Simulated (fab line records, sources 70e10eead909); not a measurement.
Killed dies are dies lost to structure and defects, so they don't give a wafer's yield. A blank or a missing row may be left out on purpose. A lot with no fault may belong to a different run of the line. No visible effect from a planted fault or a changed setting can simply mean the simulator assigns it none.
fab line records | flow nand_harc
record: lots: 13 | wafers: 39 | last_day: 25
route steps=1159 shown A_CONTACT@866 A_BONDPAD@1076 THIN_TSV@1124 END@1159
lots with no fault: from the same line, run without faults
start_h: hours from the record's opening day to when the first of the lot's shown wafers began | wait_h: how many hours have passed since the lot's step before this one | " repeats the value in the row above | L1.1+2: a single row standing in for several wafers | - no value, or no start was given | * or withheld: withheld | < > ~ a bound
route shown NAME@n: NAME is a module with steps in the file, n the number in the route of the first one | usual: mean/standard deviation of fault-free wafers | same: alike in all rows | chamber/n: place in a boat | sites: the reading at each site | _std_site: the standard deviation of these | _edge_site: mean of outer sites minus mean of inner sites | radius_mm: for every site, how far away it sits from the centre of the wafer | mask NAME#n: copy n | behind: tool/chamber where the wafer was last shaped | hold: why the lot went on hold/how many hours it stayed there/how the hold came to an end | device: which transistor (n, p or np) failed to switch | end of line: the route-end tests of the same wafers | a step given without rows: its recipe and nothing more | killed: count of dies lost to structure and defects at first sort (not the wafer's yield) | map: the dies of a wafer, with x for killed, . for not killed, _ for no die there
set.NAME: the run value of the setting; set.NAME@STEP: its run value at that earlier step | model.NAME: the simulator's own value behind a step, which no gauge read
one table for each step of the route and one row for each wafer, over a sample of lots
services: a tool's chamber out of use, with start hour (start_h, from the record's first day; less than 0 if before it), hours out, and reason
== steps ==
step: NHARC_A_CONTACT_ETCH_115
recipe: source_w: withheld | pressure_mtorr: 20 | bias_v: 3000 | time_s: 94 | target_depth_a: 9220 | ar_flow_sccm: withheld | c4f8_flow_sccm: withheld | o2_flow_sccm: withheld | chemistry: C4F8/O2/Ar
lot.wafer | tool            | chamber | start_h | wait_h | rf_hours_counter_h
L399.2    | har_cap_etch-03 | 0       | 367.34  | 0.1    | 88
L399.3    | "               | 1       | "       | "      | -
L399.6    | "               | 0       | "       | "      | -
L398.1    | har_cap_etch-02 | 0       | 368.46  | 0.1    | 8
L398.3    | "               | 0       | "       | "      | -
L398.6    | "               | 0       | "       | "      | -
L401.1    | har_cap_etch-02 | 1       | 373.42  | 0.1    | 9
L401.6    | "               | 0       | "       | "      | -
L401.5    | "               | 1       | "       | "      | -
L400.1    | har_cap_etch-01 | 1       | 373.91  | 0.1    | 47
L400.4    | "               | 0       | "       | "      | -
L400.5    | "               | 0       | "       | "      | -
L403.1    | har_cap_etch-01 | 1       | 390.16  | 0.1    | 51
L403.4    | "               | 1       | "       | "      | -
L403.6    | "               | 1       | "       | "      | -
L402.1    | har_cap_etch-03 | 0       | 390.62  | 0.1    | 94
L402.4    | "               | 1       | "       | "      | -
L402.6    | "               | 1       | "       | "      | -
L405.1    | har_cap_etch-01 | 1       | 414.69  | 0.1    | 54
L405.4    | "               | 0       | "       | "      | -
L405.3    | "               | 1       | "       | "      | -
L408.3    | har_cap_etch-03 | 0       | 435.43  | 0.1    | -
L408.5    | "               | 0       | "       | "      | -
L408.6    | "               | 1       | "       | "      | -
L406.2    | har_cap_etch-02 | 0       | 436.14  | 0.1    | 18
L406.1    | "               | 1       | "       | "      | 18
L406.4    | "               | 1       | "       | "      | -
L411.1    | har_cap_etch-02 | 1       | 448.65  | 0.1    | 21
L411.2    | "               | 0       | "       | "      | 21
L411.6    | "               | 0       | "       | "      | -
L410.1    | har_cap_etch-02 | 1       | 453.99  | 0.1    | 23
L410.4    | "               | 1       | "       | "      | -
L410.6    | "               | 1       | "       | "      | -
L416.1    | har_cap_etch-02 | 1       | 467.03  | 0.1    | 26
L416.5    | "               | 1       | "       | "      | -
L416.6    | "               | 0       | "       | "      | -
L420.2    | har_cap_etch-02 | 1       | 498.87  | 0.1    | 32
L420.4    | "               | 1       | "       | "      | -
L420.5    | "               | 0       | "       | "      | -
step: NHARC_A_BONDPAD_ETCH_34
recipe: target_depth_a: 600 | overetch_a: 180 | time_s: 65.91 | ion_energy_ev: 200 | n2_flow_sccm: 150 | h2_flow_sccm: 150 | ar_flow_sccm: 0 | rf_w: 400 | bias_w: 150 | chemistry: N2/H2
usual: drypump_motor_current_A: 5.6/0.65 | n2_flow_sccm: 150.0/0.44 | oes_product_au: 0.996/0.011 | rf_vpp_V: 431.8/2.4 | showerhead_plenum_p_Torr: 2.09/0.081 | throttle_valve_pct: 14.171/0.0097
lot.wafer | tool        | chamber | start_h | wait_h | drypump_motor_current_A | n2_flow_sccm | oes_product_au | rf_hours_counter_h | rf_vpp_V | showerhead_plenum_p_Torr | throttle_valve_pct
L399.2    | rie_diel-03 | 0       | 412.83  | 0.1    | 6.5                     | 150.1        | 0.981          | 1                  | 433.7    | 2.16                     | 14.180
L399.3    | "           | 1       | "       | "      | 4.9                     | 149.4        | 0.996          | 1                  | 432.9    | 2.12                     | 14.171
L399.6    | "           | 0       | "       | "      | 6.5                     | 150.4        | 0.986          | -                  | 435.3    | 2.16                     | 14.154
L398.3    | rie_diel-03 | 0       | 413.35  | 0.1    | 6.6                     | 149.4        | 0.990          | 1                  | 434.1    | 2.16                     | 14.153
L398.1    | "           | 1       | "       | "      | 4.8                     | 150.1        | 1.000          | 1                  | 433.1    | 2.12                     | 14.191
L398.6    | "           | 1       | "       | "      | 4.8                     | 150.7        | 1.001          | -                  | 433.3    | 2.11                     | 14.155
L400.1    | rie_diel-06 | 1       | 413.61  | 0.1    | 6.5                     | 149.7        | 1.016          | 62                 | 431.9    | 2.12                     | 14.164
L400.4    | "           | 3       | "       | "      | 6.3                     | 150.2        | 1.016          | 53                 | 425.0    | 1.87                     | 14.167
L400.5    | "           | 1       | "       | "      | 6.6                     | 149.8        | 1.010          | -                  | 432.4    | 2.12                     | 14.160
L401.1    | rie_diel-06 | 1       | 413.98  | 0.1    | 6.6                     | 150.0        | 1.018          | 62                 | 432.4    | 2.12                     | 14.184
L401.6    | "           | 0       | "       | "      | 5.9                     | 150.2        | 1.000          | -                  | 430.5    | 2.07                     | 14.168
L401.5    | "           | 1       | "       | "      | 6.6                     | 150.0        | 1.007          | -                  | 433.3    | 2.12                     | 14.184
L403.1    | rie_diel-03 | 3       | 422.76  | 0.1    | 5.2                     | 150.5        | 0.989          | 1                  | 432.5    | 2.15                     | 14.160
L403.4    | "           | 0       | "       | "      | 6.6                     | 149.6        | 0.987          | 1                  | 433.7    | 2.16                     | 14.170
L403.6    | "           | 0       | "       | "      | 6.6                     | 149.8        | 0.993          | -                  | 433.1    | 2.16                     | 14.170
L402.1    | rie_diel-04 | 3       | 423.50  | 0.1    | 5.1                     | 149.8        | 0.995          | 23                 | 426.4    | 1.93                     | 14.162
L402.4    | "           | 0       | "       | "      | 5.9                     | 150.5        | 1.011          | 23                 | 432.0    | 2.08                     | 14.166
L402.6    | "           | 2       | "       | "      | 5.8                     | 148.6        | 0.998          | -                  | 431.2    | 2.01                     | 14.171
L405.1    | rie_diel-04 | 1       | 450.35  | 0.1    | 5.5                     | 149.9        | 1.012          | 27                 | 434.1    | 2.17                     | 14.180
L405.3    | "           | 2       | "       | "      | 5.8                     | 149.6        | 0.993          | 28                 | 429.7    | 2.00                     | 14.188
L405.4    | "           | 0       | "       | "      | 5.9                     | 150.0        | 1.015          | 27                 | 432.0    | 2.08                     | 14.159
L408.3    | rie_diel-03 | 2       | 474.23  | 0.1    | 5.0                     | 150.0        | 1.002          | -                  | 427.3    | 1.98                     | 14.172
L408.6    | "           | 2       | "       | "      | 5.1                     | 149.7        | 1.009          | -                  | 428.5    | 1.98                     | 14.162
L408.5    | "           | 1       | "       | "      | 4.8                     | 150.4        | 0.990          | -                  | 433.2    | 2.11                     | 14.160
L406.1    | rie_diel-06 | 3       | 474.46  | 0.1    | 6.3                     | 150.2        | 0.997          | 20                 | 435.4    | 2.21                     | 14.187
L406.2    | "           | 0       | "       | "      | 5.9                     | 150.0        | 1.013          | 21                 | 431.3    | 2.06                     | 14.178
L406.4    | "           | 1       | "       | "      | 6.5                     | 149.8        | 0.997          | 22                 | 432.7    | 2.11                     | 14.187
L411.2    | rie_diel-03 | 2       | 487.54  | 0.1    | 5.1                     | 149.9        | 0.986          | 3                  | 428.8    | 1.98                     | 14.172
L411.1    | "           | 3       | "       | "      | 5.2                     | 150.5        | 0.976          | 2                  | 432.7    | 2.15                     | 14.173
L411.6    | "           | 2       | "       | "      | 5.0                     | 149.5        | 0.999          | -                  | 428.4    | 1.98                     | 14.181
L410.1    | rie_diel-03 | 0       | 505.26  | 0.1    | 6.5                     | 150.3        | 0.990          | 3                  | 434.0    | 2.16                     | 14.181
L410.4    | "           | 2       | "       | "      | 5.0                     | 150.5        | 0.999          | 3                  | 427.5    | 1.98                     | 14.158
L410.6    | "           | 3       | "       | "      | 5.2                     | 150.2        | 0.984          | -                  | 433.6    | 2.15                     | 14.169
L416.1    | rie_diel-04 | 1       | 518.43  | 0.1    | 5.4                     | 149.9        | 0.997          | 7                  | 434.6    | 2.17                     | 14.167
L416.6    | "           | 2       | "       | "      | 5.8                     | 150.3        | 0.987          | -                  | 430.2    | 2.00                     | 14.179
L416.5    | "           | 3       | "       | "      | 5.2                     | 149.9        | 0.987          | -                  | 427.1    | 1.93                     | 14.176
L420.2    | rie_diel-03 | 3       | 534.30  | 0.1    | 5.2                     | 150.0        | 0.993          | 4                  | 433.2    | 2.15                     | 14.170
L420.4    | "           | 0       | "       | "      | 6.5                     | 150.0        | 1.000          | 4                  | 433.6    | 2.16                     | 14.171
L420.5    | "           | 1       | "       | "      | 4.9                     | 150.3        | 0.992          | -                  | 431.7    | 2.11                     | 14.169
step: NHARC_A_BONDPAD_PVD_17
recipe: target_thk_a: 50 | bias_v: 168.6 | power_w: 15000 | chamber_pressure_pa: 0.12 | time_s: 8.06 | substrate_temp_c: 50 | material: TaN
usual: throttle_valve_pct: 29.8/1.1
lot.wafer | tool           | chamber | start_h | wait_h | throttle_valve_pct
L399.3    | pvd_sputter-02 | -       | -       | -      | 31.3
L399.2    | "              | -       | "       | "      | 30.3
L399.6    | "              | -       | "       | "      | 31.5
L398.1    | pvd_sputter-01 | -       | -       | -      | 30.2
L398.3    | "              | -       | "       | "      | 29.8
L398.6    | "              | -       | "       | "      | 30.0
L400.4    | pvd_sputter-02 | -       | -       | -      | 29.0
L400.1    | "              | -       | "       | "      | 31.5
L400.5    | "              | -       | "       | "      | 30.5
L401.1    | pvd_sputter-01 | -       | -       | -      | 29.7
L401.5    | "              | -       | "       | "      | 29.9
L401.6    | "              | -       | "       | "      | 29.8
L403.1    | pvd_sputter-03 | -       | -       | -      | 29.5
L403.4    | "              | -       | "       | "      | 30.1
L403.6    | "              | -       | "       | "      | 27.7
L402.4    | pvd_sputter-02 | -       | -       | -      | 30.4
L402.1    | "              | -       | "       | "      | 29.0
L402.6    | "              | -       | "       | "      | 31.3
L405.4    | pvd_sputter-03 | -       | -       | -      | 27.4
L405.1    | "              | -       | "       | "      | 30.2
L405.3    | "              | -       | "       | "      | 29.7
L408.3    | pvd_sputter-03 | -       | -       | -      | 29.9
L408.5    | "              | -       | "       | "      | 29.8
L408.6    | "              | -       | "       | "      | 27.3
L406.2    | pvd_sputter-02 | -       | -       | -      | 30.6
L406.1    | "              | -       | "       | "      | 29.2
L406.4    | "              | -       | "       | "      | 31.4
L411.1    | pvd_sputter-02 | -       | -       | -      | 29.2
L411.2    | "              | -       | "       | "      | 31.3
L411.6    | "              | -       | "       | "      | 31.2
L410.1    | pvd_sputter-03 | -       | -       | -      | 29.5
L410.4    | "              | -       | "       | "      | 28.3
L410.6    | "              | -       | "       | "      | 29.6
L416.1    | pvd_sputter-02 | -       | -       | -      | 31.7
L416.6    | "              | -       | "       | "      | 31.3
L416.5    | "              | -       | "       | "      | 30.5
L420.4    | pvd_sputter-02 | -       | -       | -      | 29.1
L420.2    | "              | -       | "       | "      | 31.3
L420.5    | "              | -       | "       | "      | 29.1
step: NHARC_THIN_TSV_DEP_47
recipe: target_thk_a: 2000 | temp_c: withheld | pressure_torr: 6.5 | rf_w: 900 | teos_flow_sccm: 161.4 | flow_sccm: 2650 | target_thk_nm: 200 | gas: O2 | material: SiO2
usual: throttle_valve_pct: 16.1/0.53
lot.wafer | tool     | chamber | start_h | wait_h | throttle_valve_pct
L399.3    | pecvd-03 | 1       | 495.99  | -      | 16.4
L399.2    | "        | 2       | "       | "      | 15.7
L399.6    | "        | 2       | "       | "      | 15.1
L398.3    | pecvd-03 | 2       | 497.17  | -      | 15.7
L398.1    | "        | 0       | "       | "      | 16.5
L398.6    | "        | 1       | "       | "      | 16.3
L400.1    | pecvd-01 | 0       | 498.45  | -      | 16.1
L400.4    | "        | 0       | "       | "      | 15.9
L400.5    | "        | 1       | "       | "      | 15.0
L401.1    | pecvd-01 | 0       | 499.78  | -      | 16.3
L401.6    | "        | 0       | "       | "      | 16.1
L401.5    | "        | 2       | "       | "      | 16.3
L403.1    | pecvd-01 | 1       | 500.99  | -      | 15.0
L403.4    | "        | 0       | "       | "      | 15.6
L403.6    | "        | 2       | "       | "      | 16.0
L402.1    | pecvd-01 | 0       | 502.23  | -      | 16.0
L402.4    | "        | 2       | "       | "      | 16.2
L402.6    | "        | 2       | "       | "      | 16.5
L405.1    | pecvd-03 | 1       | 503.24  | -      | 16.5
L405.3    | "        | 2       | "       | "      | 15.4
L405.4    | "        | 2       | "       | "      | 15.6
L408.3    | pecvd-03 | 1       | 506.90  | -      | 16.3
L408.6    | "        | 1       | "       | "      | 16.5
L408.5    | "        | 2       | "       | "      | 15.5
L406.1    | pecvd-01 | 0       | 508.24  | -      | 15.9
L406.2    | "        | 2       | "       | "      | 16.3
L406.4    | "        | 2       | "       | "      | 16.3
L411.2    | pecvd-01 | 2       | 510.56  | -      | 16.2
L411.1    | "        | 1       | "       | "      | 15.2
L411.6    | "        | 0       | "       | "      | 15.9
L410.1    | pecvd-03 | 1       | 525.44  | -      | 16.5
L410.4    | "        | 1       | "       | "      | 16.7
L410.6    | "        | 1       | "       | "      | 16.4
L416.1    | pecvd-03 | 2       | 537.18  | -      | 15.7
L416.5    | "        | 2       | "       | "      | 15.7
L416.6    | "        | 1       | "       | "      | 16.6
L420.2    | pecvd-02 | 2       | 552.16  | -      | 16.1
L420.5    | "        | 0       | "       | "      | 15.8
L420.4    | "        | 2       | "       | "      | 16.1
step: NHARC_END_SORT_01
recipe: temp_c: 25
usual: killed_at_array: 26/11 | killed_at_other: 0.4/0.78 | killed_at_periphery: 3.4/2.4 | killed_dies: 29/11 | killed_open: 3.1/1.9 | killed_short: 1.9/1.4
same: gross_dies: 677
lot.wafer | tool      | chamber | start_h | wait_h | killed_at_array | killed_at_other | killed_at_periphery | killed_dies | killed_open | killed_short
L416.1    | prober-01 | 0       | 591.29  | 2.5    | 76              | 0               | 3                   | 79          | 2           | 1
L416.5    | prober-01 | 0       | 594.49  | 3.7    | 89              | 0               | 0                   | 89          | 3           | 0
L416.6    | prober-01 | 0       | 595.29  | 4.0    | 11              | 0               | 2                   | 13          | 2           | 1
L420.2    | prober-01 | 0       | 599.84  | 2.8    | 91              | 0               | 3                   | 94          | 3           | 3
L420.4    | prober-01 | 0       | 601.43  | 3.4    | 88              | 0               | 1                   | 89          | 3           | 2
L420.5    | prober-01 | 0       | 602.22  | 3.7    | 19              | 1               | 3                   | 23          | 3           | 2
killed by level:class
L416.1 A_CONTACT:unspecified=70 A_CHANNEL_HOLE_D1:chamber_film_flake=2 A_CONTACT:chamber_film_flake=2 P_GATE:geometric_particle:short=1 A_CONTACT:geometric_particle:open=1 A_BLC:geometric_particle:open=1 P_ZERO_WELL:chamber_film_flake=1 P_STI:chamber_film_flake=1
L416.5 A_CONTACT:unspecified=80 A_CONTACT:chamber_film_flake=3 A_CHANNEL_HOLE_D1:chamber_film_flake=2 A_CHANNEL_FILL_D1:geometric_particle:open=1 A_WL_FILL:geometric_particle:open=1 A_M0:geometric_particle:open=1 A_SLIT:chamber_film_flake=1
L416.6 A_CHANNEL_HOLE_D1:chamber_film_flake=6 P_GATE:geometric_particle:open=1 P_CONTACT:geometric_particle:open=1 A_SGD_CUT:geometric_particle:short=1 A_ZERO_WELL:chamber_film_flake=1 A_STAIRCASE:chamber_film_flake=1 A_WL_FILL:chamber_film_flake=1 A_CONTACT:chamber_film_flake=1
L420.2 A_CONTACT:unspecified=75 A_CHANNEL_HOLE_D1:chamber_film_flake=4 A_M1:chamber_film_flake=3 A_CONTACT:geometric_particle:open=2 P_GATE:chamber_film_flake=2 A_CONTACT:chamber_film_flake=2 P_M0:geometric_particle:short=1 A_CONTACT:geometric_particle:short=1
L420.4 A_CONTACT:unspecified=75 A_CHANNEL_HOLE_D1:chamber_film_flake=5 A_STAIRCASE:chamber_film_flake=2 A_M1:chamber_film_flake=2 P_STI:geometric_particle:short=1 A_SGD_CUT:geometric_particle:open=1 A_WL_FILL:geometric_particle:open=1 A_WL_FILL:geometric_particle:short=1
L420.5 A_CHANNEL_HOLE_D1:chamber_film_flake=7 A_STAIRCASE:chamber_film_flake=3 A_CONTACT:chamber_film_flake=3 A_M1:chamber_film_flake=3 P_CONTACT:geometric_particle:short=1 P_M0:geometric_particle:open=1 A_SGD_CUT:geometric_particle:short=1 A_SLIT:geometric_particle:open=1
== services ==
tool           | chamber | start_h | hours | kind
rie_diel-06    | 3       | 359.28  | 27.0  | repair
pvd_sputter-03 | -       | 359.64  | 1.1   | repair
pvd_sputter-03 | -       | 374.65  | 0.7   | repair
pvd_sputter-03 | -       | 379.81  | 7.0   | repair
pvd_sputter-02 | -       | 392.00  | 10.0  | pm
rie_diel-03    | -       | 392.30  | 9.0   | pm
rie_diel-04    | 3       | 397.47  | 2.3   | repair
pecvd-01       | 2       | 404.77  | 5.3   | repair
rie_diel-03    | -       | 404.87  | 1.6   | repair
rie_diel-06    | -       | 418.27  | 9.0   | pm
pecvd-01       | -       | 418.35  | 13.0  | pm
pecvd-01       | -       | 442.65  | 0.6   | repair
rie_diel-03    | -       | 467.76  | 0.7   | repair
rie_diel-03    | 0       | 468.93  | 12.0  | repair
pecvd-01       | 2       | 470.39  | 4.3   | repair
rie_diel-03    | 3       | 472.55  | 14.5  | repair
pecvd-03       | -       | 473.18  | 13.0  | pm
rie_diel-03    | -       | 478.87  | 0.9   | repair
pvd_sputter-03 | -       | 496.82  | 10.0  | pm
pecvd-01       | 1       | 501.68  | 5.0   | repair
pecvd-03       | -       | 510.36  | 1.3   | repair
pvd_sputter-02 | -       | 522.09  | 1.1   | repair
pecvd-01       | 0       | 522.17  | 5.7   | repair
pecvd-03       | 0       | 523.88  | 7.3   | repair
== key ==
first_sign: step: NHARC_END_SORT_01 | reading: killed_at_array | direction: up | sigmas: 5.7 | usual: 26 | struck: 86
effect: step: NHARC_END_SORT_01 | reading: killed_dies | direction: up | sigmas: 5.4 | usual: 29 | struck: 88
more_kills_born_at: NHARC_A_CONTACT_ETCH_115@har_cap_etch-02: 299
met_at NHARC_A_CONTACT_ETCH_115
struck_lots L416,L420
struck_wafers L416.1,L416.5,L420.2,L420.4
tester_left_out L416,L420
not_acting_at NHARC_A_BONDPAD_ETCH_34,NHARC_A_BONDPAD_PVD_17,NHARC_THIN_TSV_DEP_47
onset_between 453.99 467.03
fault: kind: chamber_particle_source | tool: har_cap_etch-02 | chamber: 1 | onset_h: 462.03 | steps: NHARC_A_CONTACT_ETCH_115 | rate_per_visit_cm2: 0.55863 | end_h: 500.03
tester_left_out: of these lots the tester's yield and bins aren't shown, on N5 and GAA mostly nor the transistor test; their killed dies are dies lost to structure and defects alone, not to doping, threshold or leakage, so they don't give the yield
